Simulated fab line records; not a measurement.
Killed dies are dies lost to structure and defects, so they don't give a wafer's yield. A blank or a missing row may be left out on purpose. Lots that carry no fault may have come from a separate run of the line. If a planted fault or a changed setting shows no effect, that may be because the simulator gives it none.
A lot that was struck, set against a sound lot :: flow nand-harc :: 15 steps out of a route of 1159
Sound: these wafers, L391.2, L391.5, L391.6. Wafers L397.1, L397.2, L397.5 were the ones struck. The cause comes at the end.
At each step with rows: each side's tool, then ch and its chambers, then its first start. Under that, the readings that differ: sound wafers :: struck wafers :: difference of the means :: sigmas: that difference in standard deviations of wafers without a fault.
alike: readings with means less than 2 such deviations apart, plus words and numbers identical on both sides. not compared: withheld readings, readings lacking a value on some wafer, bounds such as >300 that could conceal the same value, and numbers that have no deviation in the record and whose values overlap.
The two part at a step that has a row with sigmas, a row that says differs or no value, or rows on one side only. Numbers that don't overlap but have no deviation are shown without sigmas and don't part them. A reading that every wafer of one side lacks parts them only if that side has two wafers or more.

first, 3 steps without rows for these wafers: NHARC_THIN_TSV_DESCUM_14 (chemistry O2, time 3 s); NHARC_THIN_TSV_ETCH_44 (etches the open film in CF4/O2, target depth 1594.2 nm, time 797.1 s); NHARC_THIN_TSV_ETCH_15 (target depth 3000 nm, bosch target overetch cycles 2, bosch etch step 2.8 s).
NHARC_THIN_TSV_CD_MEAS_16:
  sound on cd-sem-01 at day 20 05:34; struck on cd-sem-02 at day 21 20:58
  alike: cd-nm
NHARC_THIN_TSV_STRIP_45: strips in O2.
  sound on plasma-asher-02 ch 0,1, day 20 05:38; struck on plasma-asher-02 ch 0,1, day 21 21:02
  alike: drypump-motor-current-A, heater-power-w
  not compared: rf-hours-counter-h
then, 1 step without rows for these wafers: NHARC_THIN_TSV_STRIP_46 (strips in post etch residue remover, time 1200 s).
NHARC_THIN_TSV_DEP_47: deposits SiO2, target thk 200 nm.
  sound on pecvd-02 ch 0,1, day 20 06:29; struck on pecvd-03 ch 1,2, day 21 21:53
  alike: throttle-valve-pct
then, 1 step without rows for these wafers: NHARC_THIN_TSV_ETCHBACK_48 (etches the open film in C4F8/Ar, target depth 1028.5 nm, time 405.17 s).
NHARC_THIN_TSV_STRIP_62: strips in N2/H2, time 20 s.
  sound on plasma-asher-02 ch 0,1, day 20 07:14; struck on plasma-asher-02 ch 0,1, day 21 22:35
  alike: drypump-motor-current-A, heater-power-w
  not compared: rf-hours-counter-h
NHARC_THIN_TSV_DEGAS_49: time 120 s.
  sound on pvd-sputter-01 at day 20 07:26; struck on pvd-sputter-02 at day 21 22:47
  alike: heater-power-w
then, 1 step without rows for these wafers: NHARC_THIN_TSV_PRE_CLEAN_50 (time 30 s).
NHARC_THIN_TSV_PVD_19: deposits TaN, target thk 20 nm.
  sound on pvd-sputter-01; struck on pvd-sputter-02
  alike: chamber-pressure-pa, throttle-valve-pct
NHARC_THIN_TSV_PVD_51: deposits Cu, target thk 100 nm.
  sound on pvd-sputter-01 at day 20 07:44; struck on pvd-sputter-02 at day 21 23:04
  no value came back on the struck wafers for chamber-pressure-pa (Pa), throttle-valve-pct (%); on the sound wafers chamber-pressure-pa (Pa) reads 4.991 4.976 4.996
then, 1 step without rows for these wafers: NHARC_THIN_TSV_ECD_20 (material Cu, target thk 2000 nm).
NHARC_END_SORT_01:
  sound on prober-01 ch 0, day 20 20:17; struck on prober-02 ch 0, day 22 16:05
reading: defect-limited-yield (%)
sound: 97.3 94.1 96.5
struck: 0 0 0
difference: -96
sigmas: -69

reading: killed-at-other
sound: 0 1 0
struck: 641 647 645
difference: +644
sigmas: +99 or more

reading: killed-dies
sound: 18 40 24
struck: 677 677 677
difference: +650
sigmas: +68

reading: sort_bin_2_pct (%)
sound: 0.9 1.8 0.9
struck: 96.3 96.8 96.8
difference: +95.4
sigmas: +99 or more

reading: sort-n-pass
sound: 659 637 653
struck: 0 0 0
difference: -650
sigmas: -68

reading: sort-rim-yield-pct (%)
sound: 97 94 95
struck: 0 0 0
difference: -95
sigmas: -32

reading: sort-yield-pct (%)
sound: 97.3 94.1 96.5
struck: 0 0 0
difference: -96
sigmas: -69
  alike: killed-at-array, killed-at-periphery, killed-open, killed-short, sort_bin_3_pct, sort_bin_4_pct

## WHERE THEY PART
At NHARC_THIN_TSV_PVD_51 first; at NHARC_END_SORT_01 last (within this record only).

WHY: whatever the simulator had introduced
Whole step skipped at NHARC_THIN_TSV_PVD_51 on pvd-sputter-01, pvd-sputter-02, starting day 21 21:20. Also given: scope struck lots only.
